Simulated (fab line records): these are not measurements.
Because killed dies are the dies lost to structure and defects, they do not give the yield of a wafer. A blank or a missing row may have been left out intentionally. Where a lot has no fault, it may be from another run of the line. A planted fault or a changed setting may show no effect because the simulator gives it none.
A struck lot beside a sound one	flow n5_finfet	16 steps out of a route of 1938
Sound: the wafers L472.2, L472.3, L472.5. Struck: wafer L486.2. (L486.5 of the same lot was not struck and is left out.) The cause comes at the end.
Each step with rows lists, per side, the tool, then ch with its chambers, then its first start. Under that, the readings that differ: sound wafers	struck wafers	difference of the means	sigmas: that difference in standard deviations of wafers without a fault.
alike: a reading whose means differ by less than 2 such deviations, as well as words and numbers matching on both sides. not compared: withheld readings; readings where some wafer has no value; bounds like >300 that might hide an equal value; numbers whose values overlap and for which the record gives no deviation.
A row with sigmas, a row that says differs or no value, or rows on one side alone: a step with any of these is where the two part. When numbers do not overlap yet have no deviation, they are printed without sigmas and do not part them. Lack of a reading on every wafer of one side parts them only where that side has two or more wafers.

N5_HKMG_FIN_CD_MEAS_12: target cd 92.8 nm.
  sound on cd_sem-02 ch 0, day 4 12:05; struck on cd_sem-01 ch 0, day 7 23:44
  alike: cd_nm
N5_HKMG_FIN_OVL_MEAS_13:
  sound on overlay-02 ch 0, day 4 12:07; struck on overlay-01 ch 0, day 7 23:46
  alike: NWFM_OVL
N5_HKMG_FIN_INSPECT_14: inspects for defects (macro).
  sound on defect_inspect-01, day 4 12:08; struck on defect_inspect-01, day 7 23:47
  alike: raw_defect_count
N5_HKMG_FIN_DESCUM_17: chemistry O2, time 7.9 s.
  sound on rie_diel-01 ch 1,2,3, day 4 12:11; struck on rie_diel-06 ch 2, day 7 23:55
  alike: drypump_motor_current_A, oes_product_au, rf_vpp_V, showerhead_plenum_p_Torr, throttle_valve_pct
  not compared: rf_hours_counter_h
N5_HKMG_FIN_ETCH_31: etches SiARC in CF4, target depth 45.5 nm, time 75.8 s.
  sound on rie_diel-01 ch 1,2,3, day 4 12:13; struck on rie_diel-06 ch 2, day 7 23:56
reading	sound	struck	difference	sigmas
etch_rf_on_time_s (s)	76.1 73.5 73.9	70.1	-4.4	-2
  alike: drypump_motor_current_A, mfc_ar_sccm, oes_product_au, rf_vpp_V, showerhead_plenum_p_Torr, throttle_valve_pct
  not compared: rf_hours_counter_h
N5_HKMG_FIN_ETCH_32: etches SOC in N2/H2, target depth 240 nm, time 300 s.
  sound on rie_diel-01 ch 1,2,3, day 4 12:16; struck on rie_diel-06 ch 2, day 8 00:00
  alike: drypump_motor_current_A, oes_product_au, rf_vpp_V, showerhead_plenum_p_Torr, throttle_valve_pct
  not compared: rf_hours_counter_h
then, 3 steps without rows for these wafers: N5_HKMG_FIN_STRIP_33 (strips in N2/H2); N5_HKMG_FIN_STRIP_34 (strips in CF4); N5_HKMG_FIN_ETCH_35 (etches SOC in N2/H2, target depth 215.8 nm, time 243.4 s).
N5_HKMG_FIN_STRIP_92: strips SOC in N2/H2, time 20 s.
  sound on rie_diel-01 ch 1,2,3, day 4 12:38; struck on rie_diel-06 ch 2, day 8 00:22
  alike: drypump_motor_current_A, oes_product_au, rf_vpp_V, showerhead_plenum_p_Torr, throttle_valve_pct
  not compared: rf_hours_counter_h
then, 1 step without rows for these wafers: N5_HKMG_FIN_WET_ETCH_18 (etches TiN in SC1, time 55 s, target depth 5.2 nm, rinse time 30 s).
N5_HKMG_FIN_STRIP_19: strips in N2/H2, time 360 s.
  sound on plasma_asher-01 ch 0,1, day 4 12:46; struck on plasma_asher-01 ch 1, day 8 00:30
  alike: drypump_motor_current_A, heater_power_w
  not compared: rf_hours_counter_h
N5_HKMG_FIN_ALD_91: deposits TiN, target thk 1 nm, pulse time 1 s, purge time 3 s.
  sound on ald_metal-02 ch 0,2,3, day 4 13:10; struck on ald_metal-04 ch 3, day 8 00:53
reading	sound	struck	difference	sigmas
co_reactant_pulse_time_s (s)	2 2 2	1.586	-0.414	
  alike: heater_power_w, precursor_pulse_height_rel
  not compared: susceptor_temp_C
then, 1 step without rows for these wafers: N5_HKMG_FIN_COAT_85 (time 60 s, resist thk 300 nm).
-- record jumps: 4 days separate the struck wafers' starts on either side; left off in module HKMG_FIN, taken up again in module BEOL_M4, whose first shown step is the route's number 1111 --
N5_BEOL_M4_RC_MEAS_101:
  sound on prober-02 ch 0, day 7 22:41; struck on prober-01 ch 0, day 12 11:19
reading	sound	struck	difference	sigmas
DIBL_P (mV/V)	33 32 32	40	+8	+2
IOFF_N (nA/um)	0.13 0.13 0.13	0.25	+0.12	+3
  alike: DIBL_N, IOFF_P, ION_N, ION_P, SS_N, SS_P, VT_N, VT_P
-- the record jumps here: 4 days lie between the struck wafers' starts before and after (it left off in module BEOL_M4 and takes up again in module PASSIVATION, whose first step shown is number 1936 of the route) --
N5_PASSIVATION_PROBE_49:
  rows exist in the record for the struck wafers here (prober-02, day 16 17:56), but not for the sound ones

## WHERE THEY PART
First at N5_HKMG_FIN_ETCH_31; last, within this record, at N5_PASSIVATION_PROBE_49.

WHY: whatever the simulator had introduced
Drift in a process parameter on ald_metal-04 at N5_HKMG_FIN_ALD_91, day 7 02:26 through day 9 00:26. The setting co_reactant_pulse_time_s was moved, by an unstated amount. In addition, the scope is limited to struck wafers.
